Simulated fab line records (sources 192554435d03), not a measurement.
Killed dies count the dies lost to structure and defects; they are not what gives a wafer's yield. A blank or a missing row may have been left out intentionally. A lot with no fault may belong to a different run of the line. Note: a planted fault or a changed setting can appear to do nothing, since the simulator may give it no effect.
Lot-split experiment || flow n5_finfet || route with 1938 steps; 7 lots, 39 wafers read

ABOUT THE SPLIT
At N5_SD_EPI_N_SD_RECESS_17 (chemistry HBr/Cl2/O2, target depth 41 nm, time 23.7 s, bt time 3 s), the setting time_s was moved away from the recipe's 23.7 s on 15 of the 39 wafers read, by -9.4% to +7.9%. All remaining wafers had this setting at the recipe value.

FROM THE SPLIT TO THE READING: what the file shows between them, 2 steps
- N5_SD_EPI_N_STRIP_38: strips in N2/H2
- N5_SD_EPI_N_WET_ETCH_43: etches SiO2 in dHF, time 14 s, target depth 1.5 nm

THE READING
Si_of_WELL_APT_EPI_41.thk_nm (the simulator's own value, which no gauge read), in nm, at N5_SD_EPI_N_STRIP_18 (strips in SPM, time 750 s). The file does not state a usual value for it. Across the 24 wafers here that went through the recipe, the average is 7.4 nm and the standard deviation 1.3 nm.

{"wafer": "L076.2", "tool, chamber at the split": "rie_si-05, 0", "time_s as run, s": 23.7, "against the recipe": "recipe", "Si_of_WELL_APT_EPI_41.thk_nm, nm": 5.8, "against lot-mates on the recipe": "-"}
{"wafer": "L076.5", "tool, chamber at the split": "rie_si-05, 0", "time_s as run, s": 23.7, "against the recipe": "recipe", "Si_of_WELL_APT_EPI_41.thk_nm, nm": 5, "against lot-mates on the recipe": "-"}
{"wafer": "L076.6", "tool, chamber at the split": "rie_si-05, 1", "time_s as run, s": 23.7, "against the recipe": "recipe", "Si_of_WELL_APT_EPI_41.thk_nm, nm": 6.4, "against lot-mates on the recipe": "-"}
{"wafer": "L081.1", "tool, chamber at the split": "rie_si-05, 1", "time_s as run, s": 23.7, "against the recipe": "recipe", "Si_of_WELL_APT_EPI_41.thk_nm, nm": 7, "against lot-mates on the recipe": "-"}
{"wafer": "L081.2", "tool, chamber at the split": "rie_si-05, 3", "time_s as run, s": 25.58, "against the recipe": "+7.9%", "Si_of_WELL_APT_EPI_41.thk_nm, nm": 4, "against lot-mates on the recipe": -2.9}
{"wafer": "L081.5", "tool, chamber at the split": "rie_si-05, 1", "time_s as run, s": 25.58, "against the recipe": "+7.9%", "Si_of_WELL_APT_EPI_41.thk_nm, nm": 4, "against lot-mates on the recipe": -2.9}
{"wafer": "L081.3", "tool, chamber at the split": "rie_si-05, 0", "time_s as run, s": 25.58, "against the recipe": "+7.9%", "Si_of_WELL_APT_EPI_41.thk_nm, nm": 3.8, "against lot-mates on the recipe": -3.1}
{"wafer": "L081.4", "tool, chamber at the split": "rie_si-05, 2", "time_s as run, s": 23.7, "against the recipe": "recipe", "Si_of_WELL_APT_EPI_41.thk_nm, nm": 8.4, "against lot-mates on the recipe": "-"}
{"wafer": "L081.6", "tool, chamber at the split": "rie_si-05, 0", "time_s as run, s": 23.7, "against the recipe": "recipe", "Si_of_WELL_APT_EPI_41.thk_nm, nm": 5.4, "against lot-mates on the recipe": "-"}
{"wafer": "L082.1", "tool, chamber at the split": "rie_si-06, 3", "time_s as run, s": 23.7, "against the recipe": "recipe", "Si_of_WELL_APT_EPI_41.thk_nm, nm": 8.2, "against lot-mates on the recipe": "-"}
{"wafer": "L082.2", "tool, chamber at the split": "rie_si-06, 2", "time_s as run, s": 23.7, "against the recipe": "recipe", "Si_of_WELL_APT_EPI_41.thk_nm, nm": 9, "against lot-mates on the recipe": "-"}
{"wafer": "L082.3", "tool, chamber at the split": "rie_si-06, 1", "time_s as run, s": 21.91, "against the recipe": "-7.6%", "Si_of_WELL_APT_EPI_41.thk_nm, nm": 12.2, "against lot-mates on the recipe": "+3.5"}
{"wafer": "L082.4", "tool, chamber at the split": "rie_si-06, 0", "time_s as run, s": 21.91, "against the recipe": "-7.6%", "Si_of_WELL_APT_EPI_41.thk_nm, nm": 12.4, "against lot-mates on the recipe": "+3.7"}
{"wafer": "L082.5", "tool, chamber at the split": "rie_si-06, 3", "time_s as run, s": 21.91, "against the recipe": "-7.6%", "Si_of_WELL_APT_EPI_41.thk_nm, nm": 11, "against lot-mates on the recipe": "+2.3"}
{"wafer": "L082.6", "tool, chamber at the split": "rie_si-06, 2", "time_s as run, s": 23.7, "against the recipe": "recipe", "Si_of_WELL_APT_EPI_41.thk_nm, nm": 8.8, "against lot-mates on the recipe": "-"}
{"wafer": "L083.1", "tool, chamber at the split": "rie_si-04, 1", "time_s as run, s": 21.47, "against the recipe": "-9.4%", "Si_of_WELL_APT_EPI_41.thk_nm, nm": 12, "against lot-mates on the recipe": "+4.8"}
{"wafer": "L083.6", "tool, chamber at the split": "rie_si-04, 3", "time_s as run, s": 21.47, "against the recipe": "-9.4%", "Si_of_WELL_APT_EPI_41.thk_nm, nm": 12, "against lot-mates on the recipe": "+4.8"}
{"wafer": "L083.2", "tool, chamber at the split": "rie_si-04, 0", "time_s as run, s": 23.7, "against the recipe": "recipe", "Si_of_WELL_APT_EPI_41.thk_nm, nm": 7.8, "against lot-mates on the recipe": "-"}
{"wafer": "L083.3", "tool, chamber at the split": "rie_si-04, 3", "time_s as run, s": 21.47, "against the recipe": "-9.4%", "Si_of_WELL_APT_EPI_41.thk_nm, nm": 11.4, "against lot-mates on the recipe": "+4.2"}
{"wafer": "L083.4", "tool, chamber at the split": "rie_si-04, 2", "time_s as run, s": 23.7, "against the recipe": "recipe", "Si_of_WELL_APT_EPI_41.thk_nm, nm": 7.2, "against lot-mates on the recipe": "-"}
{"wafer": "L083.5", "tool, chamber at the split": "rie_si-04, 2", "time_s as run, s": 23.7, "against the recipe": "recipe", "Si_of_WELL_APT_EPI_41.thk_nm, nm": 6.6, "against lot-mates on the recipe": "-"}
{"wafer": "L089.1", "tool, chamber at the split": "rie_si-05, 3", "time_s as run, s": 23.7, "against the recipe": "recipe", "Si_of_WELL_APT_EPI_41.thk_nm, nm": 8, "against lot-mates on the recipe": "-"}
{"wafer": "L089.2", "tool, chamber at the split": "rie_si-05, 2", "time_s as run, s": 23.7, "against the recipe": "recipe", "Si_of_WELL_APT_EPI_41.thk_nm, nm": 9, "against lot-mates on the recipe": "-"}
{"wafer": "L089.3", "tool, chamber at the split": "rie_si-05, 1", "time_s as run, s": 23.7, "against the recipe": "recipe", "Si_of_WELL_APT_EPI_41.thk_nm, nm": 7.8, "against lot-mates on the recipe": "-"}
{"wafer": "L089.4", "tool, chamber at the split": "rie_si-05, 0", "time_s as run, s": 23.7, "against the recipe": "recipe", "Si_of_WELL_APT_EPI_41.thk_nm, nm": 6, "against lot-mates on the recipe": "-"}
{"wafer": "L089.5", "tool, chamber at the split": "rie_si-05, 3", "time_s as run, s": 23.7, "against the recipe": "recipe", "Si_of_WELL_APT_EPI_41.thk_nm, nm": 6.8, "against lot-mates on the recipe": "-"}
{"wafer": "L089.6", "tool, chamber at the split": "rie_si-05, 2", "time_s as run, s": 23.7, "against the recipe": "recipe", "Si_of_WELL_APT_EPI_41.thk_nm, nm": 8.8, "against lot-mates on the recipe": "-"}
{"wafer": "L090.1", "tool, chamber at the split": "rie_si-05, 0", "time_s as run, s": 23.7, "against the recipe": "recipe", "Si_of_WELL_APT_EPI_41.thk_nm, nm": 6, "against lot-mates on the recipe": "-"}
{"wafer": "L090.2", "tool, chamber at the split": "rie_si-05, 2", "time_s as run, s": 22.07, "against the recipe": "-6.9%", "Si_of_WELL_APT_EPI_41.thk_nm, nm": 11.6, "against lot-mates on the recipe": "+5.3"}
{"wafer": "L090.3", "tool, chamber at the split": "rie_si-05, 3", "time_s as run, s": 22.07, "against the recipe": "-6.9%", "Si_of_WELL_APT_EPI_41.thk_nm, nm": 10.4, "against lot-mates on the recipe": "+4.1"}
{"wafer": "L090.4", "tool, chamber at the split": "rie_si-05, 1", "time_s as run, s": 23.7, "against the recipe": "recipe", "Si_of_WELL_APT_EPI_41.thk_nm, nm": 7.4, "against lot-mates on the recipe": "-"}
{"wafer": "L090.5", "tool, chamber at the split": "rie_si-05, 0", "time_s as run, s": 23.7, "against the recipe": "recipe", "Si_of_WELL_APT_EPI_41.thk_nm, nm": 5.6, "against lot-mates on the recipe": "-"}
{"wafer": "L090.6", "tool, chamber at the split": "rie_si-05, 3", "time_s as run, s": 22.07, "against the recipe": "-6.9%", "Si_of_WELL_APT_EPI_41.thk_nm, nm": 9.6, "against lot-mates on the recipe": "+3.3"}
{"wafer": "L093.1", "tool, chamber at the split": "rie_si-04, 1", "time_s as run, s": 24.55, "against the recipe": "+3.6%", "Si_of_WELL_APT_EPI_41.thk_nm, nm": 7.8, "against lot-mates on the recipe": -0.8}
{"wafer": "L093.2", "tool, chamber at the split": "rie_si-04, 2", "time_s as run, s": 23.7, "against the recipe": "recipe", "Si_of_WELL_APT_EPI_41.thk_nm, nm": 8.6, "against lot-mates on the recipe": "-"}
{"wafer": "L093.3", "tool, chamber at the split": "rie_si-04, 0", "time_s as run, s": 23.7, "against the recipe": "recipe", "Si_of_WELL_APT_EPI_41.thk_nm, nm": 8.2, "against lot-mates on the recipe": "-"}
{"wafer": "L093.4", "tool, chamber at the split": "rie_si-04, 3", "time_s as run, s": 24.55, "against the recipe": "+3.6%", "Si_of_WELL_APT_EPI_41.thk_nm, nm": 7.4, "against lot-mates on the recipe": -1.2}
{"wafer": "L093.5", "tool, chamber at the split": "rie_si-04, 1", "time_s as run, s": 23.7, "against the recipe": "recipe", "Si_of_WELL_APT_EPI_41.thk_nm, nm": 9, "against lot-mates on the recipe": "-"}
{"wafer": "L093.6", "tool, chamber at the split": "rie_si-04, 2", "time_s as run, s": 24.55, "against the recipe": "+3.6%", "Si_of_WELL_APT_EPI_41.thk_nm, nm": 7, "against lot-mates on the recipe": -1.6}

FIT RESULTS
A straight line over all 39 wafers: Si_of_WELL_APT_EPI_41.thk_nm changes by -0.453 nm for each +1% of time_s; r = -0.87; the points scatter about the line by 1.2 nm.
The same after taking each lot's own level away (the mean of its wafers on the recipe; 39 wafers): -0.455 nm for each +1%; r = -0.93; scatter 0.8 nm.
According to that fit, moving time_s by its largest amount changes the reading by 4.3 nm.
The span of the lots' own levels, 5.73 to 8.67 nm, comes to 2.3 times the standard deviation stated above.
Consequently the slope shifts little with the lot-to-lot level, the two slopes agreeing.
Check: +4.41 nm against its lot-mates is what the line predicts for one of the wafers moved furthest among these (-9.4%) when that wafer is left out of the fit. Against them it came out at +4.8 nm.

OTHER SPLITS ON THESE WAFERS
Before the reading, these wafers also passed through other splits. Each is held against what the fit with the lots' levels taken away leaves over:
{"other split on the same wafers": "N5_FIN_SAQP_ETCH_65 time_s", "wafers away from the commonest value": 12, "r with Si_of_WELL_APT_EPI_41.thk_nm (lot level and that fit taken away)": "+0.01"}
{"other split on the same wafers": "N5_DUMMY_GATE_EXPOSE_12 dose_mj", "wafers away from the commonest value": 9, "r with Si_of_WELL_APT_EPI_41.thk_nm (lot level and that fit taken away)": "+0.13"}

THE WHOLE CHAIN: every reading that the file lists as answering this split, in the file's order
{"step": "N5_SD_EPI_N_SD_RECESS_17", "what it does": "chemistry HBr/Cl2/O2, target depth 41 nm, time 23.7 s, bt time 3 s", "reading": "Si_of_WELL_APT_EPI_41.thk_nm (the simulator's own value, which no gauge read)", "change (the file's fit)": "-0.47 nm for each +1% of the setting", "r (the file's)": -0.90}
{"step": "N5_SD_EPI_N_SD_RECESS_17", "what it does": "chemistry HBr/Cl2/O2, target depth 41 nm, time 23.7 s, bt time 3 s", "reading": "etch.depth_nm (the simulator's own value, which no gauge read)", "change (the file's fit)": "+0.504 nm for each +1% of the setting", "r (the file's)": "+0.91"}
{"step": "N5_SD_EPI_N_SD_RECESS_17", "what it does": "chemistry HBr/Cl2/O2, target depth 41 nm, time 23.7 s, bt time 3 s", "reading": "SD_EPI_N.feature_depth_nm (the simulator's own value, which no gauge read)", "change (the file's fit)": "+0.502 nm for each +1% of the setting", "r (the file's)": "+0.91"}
{"step": "N5_SD_EPI_N_STRIP_18", "what it does": "strips in SPM, time 750 s", "reading": "Si_of_WELL_APT_EPI_41.thk_nm (the simulator's own value, which no gauge read)", "change (the file's fit)": "-0.463 nm for each +1% of the setting", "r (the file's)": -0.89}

THE FILE'S OWN FIT
Si_of_WELL_APT_EPI_41.thk_nm changes by -0.463 nm for each +1% of time_s, r = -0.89.
